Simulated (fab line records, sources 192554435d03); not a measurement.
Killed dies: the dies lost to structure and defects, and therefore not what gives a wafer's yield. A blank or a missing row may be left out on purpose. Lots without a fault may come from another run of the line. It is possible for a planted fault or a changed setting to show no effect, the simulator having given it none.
fab line records	flow n5-finfet
record lots=7	wafers=21
route steps=1938 shown MOL_CONTACT_COAG@596 BEOL_M0_SAQP@686 BEOL_M0@720 BEOL_M1@790 BEOL_M2@846
start-h: hours from the record's opening day to when the first of the lot's shown wafers began	wait-h: hours from the lot's prior step to this one	" same as the row above	L1.1+2: a single row standing in for several wafers	- either no value or no given start	* or withheld: withheld	< > ~ a bound
route shown NAME@n: names a module that has steps shown in the file, with the first one's number in the route	usual: the fault-free wafers' mean and standard deviation	same: alike in all rows	chamber/n: place in a boat	sites: each site's reading	_std_site: the values' standard deviation	_edge_site: mean of outer sites minus mean of inner sites	radius-mm: how far each site lies from the wafer's centre	mask NAME#n: copy n	behind: the last tool/chamber to shape the wafer	hold: why the lot was held/for how many hours/how that ended	device: whichever transistor did not switch (one of n, p or np)	end of line: tests of these same wafers at the route's end	a step given without rows: its recipe and nothing more	killed: at the first sort, the dies lost to defects and structure; wafer yield is something else	map: a wafer's dies, marking killed ones x, the rest . and places with no die _
set.NAME: the setting as run; set.NAME@STEP: as run at that earlier step	model.NAME: the simulator's own value behind a step, which no gauge read
lots where settings were altered on purpose, with a table for each step and a row for each wafer
## steps
# step N5_MOL_CONTACT_COAG_COAT_34
# recipe resist=CAR-EUV	spin-rpm=1500	resist-thk-nm=40
lot.wafer	tool	chamber	start-h	wait-h	set.spin-rpm	model.CAR-EUV_of_MOL_CONTACT_COAG_COAT_34.thk-nm
L075.2	litho-track-03	0	-	-	1413	41.2
L075.3+6	"	0	"	"	1500	40
L077.1	litho-track-01	0	-	-	1500	40.2
L077.2+5	"	0	"	"	1500	40
L078.4	litho-track-04	0	-	-	1655	38.2
L078.5	"	0	"	"	1500	40.2
L078.6	"	0	"	"	1500	40
L081.1+3+5	litho-track-04	0	-	-	1500	40.2
L082.1	litho-track-04	0	-	-	1500	40
L082.2	"	0	"	"	1500	40.2
L082.5	"	0	"	"	1435	41
L090.2	litho-track-01	0	-	-	1652	38
L090.4+6	"	0	"	"	1652	38.2
L093.4+6	litho-track-01	0	-	-	1575	39.2
L093.5	"	0	"	"	1575	39
# step N5_MOL_CONTACT_COAG_EBR_36
# recipe solvent=PGMEA	ebr-width-mm=1.5
# step N5_MOL_CONTACT_COAG_SOFTBAKE_35
# recipe temp-c=110	time-s=60	resist=CAR-EUV
# step N5_MOL_CONTACT_COAG_DESCUM_45
# recipe chemistry=O2	time-s=7	source-power-w=50	bias-power-w=20	pressure-mtorr=20	rf-frequency-hz=2.712e+07	temp-c=40	resist=CAR-EUV	o2-flow-sccm=225
lot.wafer	tool	chamber	start-h	wait-h	set.spin-rpm@MOL_CONTACT_COAG_COAT_34	model.CAR-EUV_of_MOL_CONTACT_COAG_COAT_34.thk-nm
L075.2	rie-diel-01	3	112.78	0.1	1413	37.2
L075.3+6	"	1,2	"	"	1500	36
L077.1	rie-diel-03	3	122.76	0.0	1500	36.2
L077.2+5	"	2,1	"	"	1500	36
L078.4	rie-diel-02	2	130.85	0.5	1655	34.2
L078.5+6	"	3,2	"	"	1500	36.2
L081.1+3+5	rie-diel-03	1,3,0	144.31	0.0	1500	36.2
L082.1+2	rie-diel-01	0,2	155.39	1.2	1500	36.2
L082.5	"	2	"	"	1435	37
L090.2+4+6	rie-diel-01	3,1,2	200.17	0.0	1652	34.2
L093.4+6	rie-diel-01	0,3	213.29	0.0	1575	35.2
L093.5	"	0	"	"	1575	35
# step N5_MOL_CONTACT_COAG_ETCH_65
# recipe chemistry=N2/H2	target=underlayer	target-depth-a=130	mask-material=CAR-EUV	time-s=10.4	ion-energy-ev=200	pressure-mtorr=30	source-w=840	bias-w=150	n2-flow-sccm=200	h2-flow-sccm=200	ends=cleared
# step N5_MOL_CONTACT_COAG_ETCH_66
# recipe chemistry=CF4	target=SiARC	target-depth-a=130	mask-material=CAR-EUV	time-s=21.7	ion-energy-ev=80	pressure-mtorr=40	source-w=545	bias-w=36	Ar_flow_sccm=100	cf4-flow-sccm=100	ends=cleared
lot.wafer	tool	chamber	start-h	wait-h	set.spin-rpm@MOL_CONTACT_COAG_COAT_34	model.CAR-EUV_of_MOL_CONTACT_COAG_COAT_34.thk-nm
L075.2	rie-diel-01	3	112.83	0.0	1413	18
L075.3+6	"	1,2	"	"	1500	16.8
L077.1+5	rie-diel-03	3,1	122.81	0.0	1500	17
L077.2	"	2	"	"	1500	16.8
L078.4	rie-diel-02	2	130.91	0.0	1655	14.8
L078.5+6	"	3,2	"	"	1500	17
L081.1+3	rie-diel-03	1,3	144.36	0.0	1500	17.2
L081.5	"	0	"	"	1500	17
L082.1	rie-diel-01	0	155.45	0.0	1500	16.8
L082.2	"	2	"	"	1500	17
L082.5	"	2	"	"	1435	17.8
L090.2+4+6	rie-diel-01	3,1,2	200.23	0.0	1652	15
L093.4+6	rie-diel-01	0,3	213.34	0.0	1575	16
L093.5	"	0	"	"	1575	15.8
# step N5_MOL_CONTACT_COAG_ALD_133
# recipe material=SiO2	target-thk-a=50	temp-c=100	ald-precursor-family=BDEAS	ald-co-reactant=O2-plasma	pulse-time-s=1	co-reactant-pulse-time-s=1	purge-time-s=2	co-reactant-purge-time-s=2	ald-cycles=35	pressure-torr=2
lot.wafer	tool	chamber	start-h	wait-h	set.ald-cycles	model.SiO2_of_MOL_CONTACT_COAG_ALD_133.thk-nm
L075.2+3	ald-sin-01	2,3	112.95	0.1	31	4.4
L075.6	"	1	"	"	35	5
L077.1+2+5	ald-sin-01	2,3,3	122.89	0.1	35	5
L078.4	ald-sin-03	0	131.06	0.1	30	4.2
L078.5	"	3	"	"	35	5
L078.6	"	2	"	"	30	4.4
L081.1+3+5	ald-sin-03	0,3,2	144.44	0.1	32	4.6
L082.1+5	ald-sin-03	2,3	155.53	0.1	32	4.6
L082.2	"	3	"	"	35	5
L090.2+6	ald-sin-01	3,1	200.31	0.1	35	5
L090.4	"	1	"	"	40	5.6
L093.4+5	ald-sin-01	2	213.42	0.1	39	5.6
L093.6	"	3	"	"	35	5
# step N5_BEOL_M0_SAQP_EXPOSE_37
# recipe mask-id=M0_CUT1	na=0.33	source-shape=annular	sigma-inner=0.35	sigma-outer=0.8	polarization=unpolarized	target-cd-nm=30	dose-mj=44.75
lot.wafer	tool	chamber	start-h	wait-h	mask	set.dose-mj
L075.2+3+6	euv-scanner-02	0	122.55	-	M0_CUT1#0	44.75
L077.1+2+5	euv-scanner-01	0	133.19	-	M0_CUT1#0	44.75
L078.4+6	euv-scanner-02	0	140.61	-	M0_CUT1#0	46.71
L078.5	"	0	"	"	M0_CUT1#0	44.75
L081.1+5	euv-scanner-01	0	154.76	-	M0_CUT1#0	44.75
L081.3	"	0	"	"	M0_CUT1#0	43.37
L082.1+5	euv-scanner-02	0	165.96	-	M0_CUT1#0	44.75
L082.2	"	0	"	"	M0_CUT1#0	43.85
L090.2	euv-scanner-02	0	212.34	-	M0_CUT1#0	44.75
L090.4+6	"	0	"	"	M0_CUT1#0	47.71
L093.4+6	euv-scanner-02	0	224.89	-	M0_CUT1#0	43.91
L093.5	"	0	"	"	M0_CUT1#0	44.75
# step N5_BEOL_M0_SAQP_PEB_38
# recipe peb-temp-c=100	peb-time-s=60	resist=CAR-EUV
# step N5_BEOL_M0_SAQP_DEVELOP_39
# recipe develop-time-s=30	developer=TMAH	resist=CAR-EUV	rinse-liquid=surfactant-rinse	dry=air-spin	dev-temp-c=23
# step N5_BEOL_M0_SAQP_CD_MEAS_40
# recipe target-cd-nm=30	landing-energy-ev=500	detector=se-inlens
# usual cd-nm=29.98/0.21
lot.wafer	tool	chamber	start-h	wait-h	set.dose-mj@BEOL_M0_SAQP_EXPOSE_37	cd-nm
L075.2	cd-sem-02	0	122.68	-	44.75	30.23
L075.3	"	0	"	"	44.75	30.26
L075.6	"	0	"	"	44.75	30.14
L077.1	cd-sem-02	0	133.33	-	44.75	30.21
L077.2	"	0	"	"	44.75	29.94
L077.5	"	0	"	"	44.75	29.84
L078.4	cd-sem-03	0	140.73	-	46.71	30.85
L078.5	"	0	"	"	44.75	29.85
L078.6	"	0	"	"	46.71	30.91
L081.1	cd-sem-03	0	154.90	-	44.75	29.79
L081.3	"	0	"	"	43.37	29.21
L081.5	"	0	"	"	44.75	30.16
L082.1	cd-sem-02	0	166.09	-	44.75	29.72
L082.2	"	0	"	"	43.85	29.22
L082.5	"	0	"	"	44.75	29.75
L090.2	cd-sem-01	0	212.46	-	44.75	30.18
L090.4	"	0	"	"	47.71	31.49
L090.6	"	0	"	"	47.71	31.20
L093.4	cd-sem-02	0	225.01	-	43.91	29.71
L093.5	"	0	"	"	44.75	29.90
L093.6	"	0	"	"	43.91	29.58
# step N5_BEOL_M0_SAQP_DESCUM_45
# recipe chemistry=O2	time-s=7	source-power-w=50	bias-power-w=20	pressure-mtorr=20	rf-frequency-hz=2.712e+07	temp-c=40	resist=CAR-EUV	o2-flow-sccm=225
lot.wafer	tool	chamber	start-h	wait-h	set.dose-mj@BEOL_M0_SAQP_EXPOSE_37	model.BEOL_M0_SAQP.cd-nm
L075.2+3+6	rie-diel-05	2,3,0	123.02	0.2	44.75	30.2
L077.1+5	rie-diel-04	3,1	133.45	0.0	44.75	30
L077.2	"	0	"	"	44.75	29.8
L078.4+6	rie-diel-06	2,3	140.86	0.0	46.71	30.8
L078.5	"	0	"	"	44.75	30.2
L081.1	rie-diel-05	1	155.23	0.2	44.75	29.8
L081.3	"	2	"	"	43.37	29.2
L081.5	"	2	"	"	44.75	30
L082.1+5	rie-diel-05	1,0	166.22	0.0	44.75	30
L082.2	"	2	"	"	43.85	29.6
L090.2	rie-diel-06	1	212.59	0.0	44.75	30
L090.4+6	"	0,1	"	"	47.71	31.4
L093.4+6	rie-diel-05	2,3	225.12	0.0	43.91	29.6
L093.5	"	2	"	"	44.75	30
# step N5_BEOL_M0_SAQP_ETCH_88
# recipe chemistry=N2/H2	target=underlayer	target-depth-a=65	time-s=5.2	ion-energy-ev=200	mask-material=CAR-EUV	pressure-mtorr=30	source-w=840	bias-w=150	n2-flow-sccm=200	h2-flow-sccm=200	ends=cleared
lot.wafer	tool	chamber	start-h	wait-h	set.dose-mj@BEOL_M0_SAQP_EXPOSE_37	model.BEOL_M0_SAQP.cd-nm
L075.2+3+6	rie-diel-05	2,3,0	123.05	0.0	44.75	30.2
L077.1+5	rie-diel-04	3,1	133.49	0.0	44.75	30
L077.2	"	0	"	"	44.75	29.8
L078.4+6	rie-diel-06	2,3	140.89	0.0	46.71	30.8
L078.5	"	0	"	"	44.75	30.2
L081.1+5	rie-diel-05	1,2	155.26	0.0	44.75	30
L081.3	"	2	"	"	43.37	29.2
L082.1+5	rie-diel-05	1,0	166.25	0.0	44.75	30
L082.2	"	2	"	"	43.85	29.6
L090.2	rie-diel-06	1	212.62	0.0	44.75	30
L090.4	"	0	"	"	47.71	31.4
L090.6	"	1	"	"	47.71	31.2
L093.4+6	rie-diel-05	2,3	225.16	0.0	43.91	29.6
L093.5	"	2	"	"	44.75	30
# step N5_BEOL_M0_SAQP_CUT_ETCH_46
# recipe chemistry=N2/H2	target=SOC	target-depth-a=1350	overetch-a=270	temp-c=40	time-s=202.5	ion-energy-ev=200	mask-material=SiARC	pressure-mtorr=30	source-w=840	bias-w=150	n2-flow-sccm=200	h2-flow-sccm=200
# usual rf-vpp-V=524.0/2.4
lot.wafer	tool	chamber	start-h	wait-h	set.source-w	rf-vpp-V	model.SiARC_of_BEOL_M0_SAQP_COAT_72.thk-nm
L075.2	rie-diel-05	2	123.10	0.0	840	525.0	5.2
L075.3	"	3	"	"	695.3	552.6	6
L075.6	"	0	"	"	695.3	560.2	6.2
L077.1	rie-diel-04	3	133.53	0.0	840	518.6	5
L077.2	"	0	"	"	840	520.8	4.8
L077.5	"	1	"	"	840	522.1	4.8
L078.4	rie-diel-06	2	141.01	0.1	902	515.2	5
L078.5	"	0	"	"	902	511.7	4.4
L078.6	"	3	"	"	840	524.7	5
L081.1	rie-diel-05	1	155.31	0.0	840	526.7	5
L081.3	"	2	"	"	967.9	499.5	4.4
L081.5	"	2	"	"	967.9	500.9	4.2
L082.1	rie-diel-05	1	166.30	0.0	840	528.6	5
L082.2	"	2	"	"	894.3	514.7	4.6
L082.5	"	0	"	"	894.3	514.8	4.8
L090.2	rie-diel-06	1	212.67	0.0	840	524.5	4.6
L090.4	"	0	"	"	916.4	509.5	4.2
L090.6	"	1	"	"	840	524.5	4.6
L093.4	rie-diel-05	2	225.21	0.0	840	523.6	5
L093.5	"	2	"	"	840	524.0	5
L093.6	"	3	"	"	840	528.1	4.8
# step N5_BEOL_M0_ETCH_128
# recipe chemistry=CF4/N2	target-depth-a=120	overetch-a=51	target=SiCN	time-s=21.4	ion-energy-ev=150	pressure-mtorr=40	source-w=430	bias-w=70	Ar_flow_sccm=100	cf4-flow-sccm=60	n2-flow-sccm=60
# usual rf-vpp-V=383.3/1.6
lot.wafer	tool	chamber	start-h	wait-h	set.source-w	rf-vpp-V
L075.2	rie-diel-01	3	126.69	0.0	407.1	387.6
L075.3	"	0	"	"	430	383.4
L075.6	"	3	"	"	430	382.7
L077.1	rie-diel-03	3	138.66	0.2	430	384.1
L077.2	"	1	"	"	430	380.4
L077.5	"	2	"	"	430	385.5
L078.4	rie-diel-03	2	143.47	0.5	430	384.7
L078.5	"	0	"	"	475.6	370.7
L078.6	"	3	"	"	475.6	371.1
L081.1	rie-diel-01	2	160.66	0.7	430	385.3
L081.3	"	0	"	"	430	384.1
L081.5	"	0	"	"	430	383.2
L082.1	rie-diel-02	2	168.55	0.3	430	384.2
L082.2	"	0	"	"	430	384.9
L082.5	"	2	"	"	379.5	402.6
L090.2	rie-diel-01	3	215.95	0.2	430	382.7
L090.4	"	0	"	"	430	381.6
L090.6	"	0	"	"	430	382.3
L093.4	rie-diel-01	2	232.42	0.9	430	384.6
L093.5	"	2	"	"	390.3	397.1
L093.6	"	3	"	"	430	381.7
# step N5_BEOL_M0_ETCH_109
# recipe chemistry=CH3F/O2	target-depth-a=80	overetch-a=24	target=SiCN	time-s=27.4	ion-energy-ev=120	pressure-mtorr=30	source-w=395	bias-w=75	Ar_flow_sccm=150	CH3F_flow_sccm=30	O2_flow_sccm=20
# usual rf-vpp-V=298.3/1.5
lot.wafer	tool	chamber	start-h	wait-h	set.bias-w	rf-vpp-V
L075.2	rie-diel-02	2	126.95	0.0	75	299.5
L075.3	"	0	"	"	75	298.3
L075.6	"	1	"	"	75	296.4
L077.1	rie-diel-03	1	139.06	0.2	75	295.0
L077.2	"	3	"	"	75	298.9
L077.5	"	0	"	"	75	296.6
L078.4	rie-diel-02	3	143.76	0.1	68.05	281.3
L078.5	"	2	"	"	68.05	282.1
L078.6	"	1	"	"	75	296.3
L081.1	rie-diel-02	3	161.54	0.6	75	296.1
L081.3	"	0	"	"	65.44	272.2
L081.5	"	2	"	"	75	300.2
L082.1	rie-diel-03	2	169.21	0.4	82.52	319.5
L082.2	"	0	"	"	75	299.3
L082.5	"	1	"	"	75	295.4
L090.2	rie-diel-03	0	216.20	0.0	75	298.6
L090.4	"	1	"	"	69.52	285.7
L090.6	"	3	"	"	69.52	284.3
L093.4	rie-diel-03	2	233.41	0.8	75	298.1
L093.5	"	1	"	"	75	300.0
L093.6	"	0	"	"	75	298.3
# step N5_BEOL_M1_ETCH_77
# recipe chemistry=N2/H2	target=underlayer	target-depth-a=65	mask-material=CAR-EUV	time-s=5.2	ion-energy-ev=200	pressure-mtorr=30	source-w=840	bias-w=150	n2-flow-sccm=200	h2-flow-sccm=200	ends=cleared
# usual etch-rf-on-time-s=5.21/0.11	rf-vpp-V=524.2/2.8
lot.wafer	tool	chamber	start-h	wait-h	set.source-w	etch-rf-on-time-s	rf-vpp-V
L075.2	rie-diel-06	2	132.50	0.0	840	5.44	527.2
L075.3	"	3	"	"	840	5.20	524.7
L075.6	"	2	"	"	840	5.40	525.4
L077.1	rie-diel-06	3	145.17	0.0	840	5.19	522.5
L077.2	"	1	"	"	840	5.04	525.9
L077.5	"	2	"	"	840	5.42	527.5
L078.4	rie-diel-06	3	153.42	0.0	840	5.28	525.0
L078.5	"	3	"	"	840	5.28	525.6
L078.6	"	0	"	"	960.8	4.65	500.2
L081.1	rie-diel-04	3	166.85	0.0	840	5.21	515.4
L081.3	"	0	"	"	840	5.26	520.4
L081.5	"	3	"	"	773	5.59	533.3
L082.1	rie-diel-05	1	178.84	0.0	840	5.21	525.9
L082.2	"	2	"	"	840	5.24	523.5
L082.5	"	1	"	"	840	5.24	529.1
L090.2	rie-diel-05	2	223.07	0.0	753.3	5.68	544.2
L090.4	"	3	"	"	840	5.03	528.8
L090.6	"	3	"	"	753.3	5.58	547.5
L093.4	rie-diel-04	1	239.60	0.0	840	5.08	521.8
L093.5	"	3	"	"	840	5.11	519.5
L093.6	"	2	"	"	840	5.03	522.8
# step N5_BEOL_M2_COAT_62
# recipe resist=SiARC	temp-c=220	time-s=60	spin-rpm=1500	resist-thk-nm=12
lot.wafer	tool	chamber	start-h	wait-h	set.spin-rpm	model.SiARC_of_BEOL_M2_COAT_62.thk-nm
L075.2+6	litho-track-01	0	-	-	1500	12
L075.3	"	0	"	"	1343	12.8
L077.1+2+5	litho-track-05	0	-	-	1500	12
L078.4+5+6	litho-track-02	0	-	-	1500	12
L081.1+3+5	litho-track-05	0	-	-	1500	12
L082.1+5	litho-track-01	0	-	-	1558	11.8
L082.2	"	0	"	"	1500	12
L090.2+6	litho-track-02	0	-	-	1500	12
L090.4	"	0	"	"	1353	12.6
L093.4+5+6	litho-track-02	0	-	-	1500	12
# step N5_BEOL_M2_EXPOSE_08
# recipe mask-id=M2	na=0.33	source-shape=dipole	sigma-inner=0.369	sigma-outer=0.767	polarization=unpolarized	dose-mj=41.25
lot.wafer	tool	chamber	start-h	wait-h	mask	set.dose-mj
L075.2+3+6	euv-scanner-02	0	139.32	-	M2#0	38.91
L077.1+2+5	euv-scanner-01	0	155.23	-	M2#0	41.25
L078.4+5	euv-scanner-01	0	160.10	-	M2#0	41.25
L078.6	"	0	"	"	M2#0	40.22
L081.1+3+5	euv-scanner-01	0	182.13	-	M2#0	41.25
L082.1+2	euv-scanner-01	0	198.88	-	M2#0	41.25
L082.5	"	0	"	"	M2#0	40.11
L090.2+4	euv-scanner-02	0	237.05	-	M2#0	43.07
L090.6	"	0	"	"	M2#0	41.25
L093.4+5+6	euv-scanner-02	0	247.94	-	M2#0	41.25
# step N5_BEOL_M2_PEB_09
# recipe peb-temp-c=100	peb-time-s=60	resist=CAR-EUV
# step N5_BEOL_M2_DEVELOP_10
# recipe develop-time-s=30	developer=TMAH	resist=CAR-EUV	rinse-liquid=surfactant-rinse	dry=air-spin	dev-temp-c=23
# step N5_BEOL_M2_DESCUM_16
# recipe chemistry=O2	time-s=7	source-power-w=50	bias-power-w=20	pressure-mtorr=20	rf-frequency-hz=2.712e+07	temp-c=40	resist=CAR-EUV	o2-flow-sccm=225
# step N5_BEOL_M2_ETCH_74
# recipe chemistry=N2/H2	target=underlayer	target-depth-a=65	mask-material=CAR-EUV	time-s=5.2	ion-energy-ev=200	pressure-mtorr=30	source-w=840	bias-w=150	n2-flow-sccm=200	h2-flow-sccm=200	ends=cleared
lot.wafer	tool	chamber	start-h	wait-h	set.dose-mj@BEOL_M2_EXPOSE_08	model.BEOL_M2.cd-offset-nm
L075.2	rie-diel-03	2	139.60	0.0	38.91	-0.8
L075.3+6	"	1	"	"	38.91	-1
L077.1+2+5	rie-diel-01	0,2,3	157.42	0.0	41.25	0.2
L078.4	rie-diel-02	1	160.71	0.0	41.25	0.2
L078.5	"	2	"	"	41.25	0
L078.6	"	3	"	"	40.22	-0.4
L081.1	rie-diel-03	3	182.42	0.0	41.25	-0.2
L081.3+5	"	0,3	"	"	41.25	0
L082.1	rie-diel-02	2	199.17	0.0	41.25	0.2
L082.2	"	0	"	"	41.25	0
L082.5	"	0	"	"	40.11	-0.6
L090.2	rie-diel-03	2	237.34	0.0	43.07	1
L090.4	"	2	"	"	43.07	0.8
L090.6	"	1	"	"	41.25	0.2
L093.4+5+6	rie-diel-02	0,3,2	248.26	0.0	41.25	0.2
# step N5_BEOL_M2_ETCH_63
# recipe chemistry=CF4	target=SiARC	target-depth-a=156	mask-material=CAR-EUV	time-s=26	ion-energy-ev=80	pressure-mtorr=40	source-w=545	bias-w=36	Ar_flow_sccm=100	cf4-flow-sccm=100	ends=cleared
# usual etch-rf-on-time-s=26.0/0.48
lot.wafer	tool	chamber	start-h	wait-h	set.spin-rpm@BEOL_M2_COAT_62	etch-rf-on-time-s	model.etch.depth-nm
L075.2	rie-diel-03	2	139.62	0.0	1500	25.7	12.02
L075.3	"	1	"	"	1343	28.1	12.72
L075.6	"	1	"	"	1500	26.3	12
L077.1	rie-diel-01	0	157.44	0.0	1500	26.0	12.03
L077.2	"	2	"	"	1500	26.2	12.02
L077.5	"	3	"	"	1500	26.1	12.02
L078.4	rie-diel-02	1	160.73	0.0	1500	26.4	11.97
L078.5	"	2	"	"	1500	25.4	11.98
L078.6	"	3	"	"	1500	26.2	11.99
L081.1	rie-diel-03	3	182.44	0.0	1500	27.5	12.04
L081.3	"	0	"	"	1500	26.6	12.05
L081.5	"	3	"	"	1500	27.5	12.03
L082.1	rie-diel-02	2	199.19	0.0	1558	24.9	11.81
L082.2	"	0	"	"	1500	25.5	12.03
L082.5	"	0	"	"	1558	25.3	11.82
L090.2	rie-diel-03	2	237.36	0.0	1500	25.3	11.99
L090.4	"	2	"	"	1353	26.9	12.66
L090.6	"	1	"	"	1500	25.0	12
L093.4	rie-diel-02	0	248.27	0.0	1500	25.7	12.01
L093.5	"	3	"	"	1500	26.3	12.03
L093.6	"	2	"	"	1500	25.6	11.99
# step N5_BEOL_M2_ETCH_64
# recipe chemistry=N2/H2	target=SOC	target-depth-a=750	overetch-a=225	mask-material=SiARC	temp-c=40	time-s=121.9	ion-energy-ev=200	pressure-mtorr=30	source-w=840	bias-w=150	n2-flow-sccm=200	h2-flow-sccm=200
lot.wafer	tool	chamber	start-h	wait-h	set.dose-mj@BEOL_M2_EXPOSE_08	model.BEOL_M2.cd-offset-nm
L075.2	rie-diel-03	2	139.65	0.0	38.91	-0.8
L075.3+6	"	1	"	"	38.91	-1
L077.1	rie-diel-01	0	157.46	0.0	41.25	0.4
L077.2	"	2	"	"	41.25	0.2
L077.5	"	3	"	"	41.25	0
L078.4+5	rie-diel-02	1,2	160.75	0.0	41.25	0
L078.6	"	3	"	"	40.22	-0.4
L081.1	rie-diel-03	3	182.47	0.0	41.25	-0.4
L081.3	"	0	"	"	41.25	0
L081.5	"	3	"	"	41.25	-0.2
L082.1	rie-diel-02	2	199.22	0.0	41.25	0.2
L082.2	"	0	"	"	41.25	0
L082.5	"	0	"	"	40.11	-0.8
L090.2+4	rie-diel-03	2	237.39	0.0	43.07	1
L090.6	"	1	"	"	41.25	0.2
L093.4+6	rie-diel-02	0,2	248.30	0.0	41.25	0.2
L093.5	"	3	"	"	41.25	0
## key
split step=N5_MOL_CONTACT_COAG_COAT_34	setting=spin-rpm	stated=1500	by=wafer
response step=N5_MOL_CONTACT_COAG_COAT_34	reading=model.CAR-EUV_of_MOL_CONTACT_COAG_COAT_34.thk-nm	change=-0.192	per=1%	r=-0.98
response step=N5_MOL_CONTACT_COAG_DESCUM_45	reading=model.CAR-EUV_of_MOL_CONTACT_COAG_COAT_34.thk-nm	change=-0.195	per=1%	r=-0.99
response step=N5_MOL_CONTACT_COAG_ETCH_66	reading=model.CAR-EUV_of_MOL_CONTACT_COAG_COAT_34.thk-nm	change=-0.211	per=1%	r=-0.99
split step=N5_MOL_CONTACT_COAG_ALD_133	setting=ald-cycles	stated=35	by=wafer
response step=N5_MOL_CONTACT_COAG_ALD_133	reading=model.SiO2_of_MOL_CONTACT_COAG_ALD_133.thk-nm	change=+0.0481	per=1%	r=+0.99
split step=N5_BEOL_M0_SAQP_EXPOSE_37	setting=dose-mj	stated=44.75	by=wafer
response step=N5_BEOL_M0_SAQP_CD_MEAS_40	reading=cd-nm	change=+0.201	per=1%	r=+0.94
response step=N5_BEOL_M0_SAQP_DESCUM_45	reading=model.BEOL_M0_SAQP.cd-nm	change=+0.195	per=1%	r=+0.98
response step=N5_BEOL_M0_SAQP_ETCH_88	reading=model.BEOL_M0_SAQP.cd-nm	change=+0.191	per=1%	r=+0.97
split step=N5_BEOL_M0_SAQP_CUT_ETCH_46	setting=source-w	stated=840	by=wafer
response step=N5_BEOL_M0_SAQP_CUT_ETCH_46	reading=rf-vpp-V	change=-1.77	per=1%	r=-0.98
response step=N5_BEOL_M0_SAQP_CUT_ETCH_46	reading=model.SiARC_of_BEOL_M0_SAQP_COAT_72.thk-nm	change=-0.048	per=1%	r=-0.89
split step=N5_BEOL_M0_ETCH_128	setting=source-w	stated=430	by=wafer
response step=N5_BEOL_M0_ETCH_128	reading=rf-vpp-V	change=-1.4	per=1%	r=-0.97
split step=N5_BEOL_M0_ETCH_109	setting=bias-w	stated=75	by=wafer
response step=N5_BEOL_M0_ETCH_109	reading=rf-vpp-V	change=+1.96	per=1%	r=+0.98
split step=N5_BEOL_M1_ETCH_77	setting=source-w	stated=840	by=wafer
response step=N5_BEOL_M1_ETCH_77	reading=etch-rf-on-time-s	change=*	per=1%	r=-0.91
response step=N5_BEOL_M1_ETCH_77	reading=rf-vpp-V	change=-1.75	per=1%	r=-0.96
split step=N5_BEOL_M2_COAT_62	setting=spin-rpm	stated=1500	by=wafer
response step=N5_BEOL_M2_COAT_62	reading=model.SiARC_of_BEOL_M2_COAT_62.thk-nm	change=-0.0681	per=1%	r=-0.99
response step=N5_BEOL_M2_ETCH_63	reading=etch-rf-on-time-s	change=*	per=1%	r=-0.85
response step=N5_BEOL_M2_ETCH_63	reading=model.etch.depth-nm	change=-0.0671	per=1%	r=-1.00
split step=N5_BEOL_M2_EXPOSE_08	setting=dose-mj	stated=41.25	by=wafer
response step=N5_BEOL_M2_ETCH_74	reading=model.BEOL_M2.cd-offset-nm	change=+0.188	per=1%	r=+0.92
response step=N5_BEOL_M2_ETCH_64	reading=model.BEOL_M2.cd-offset-nm	change=+0.21	per=1%	r=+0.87
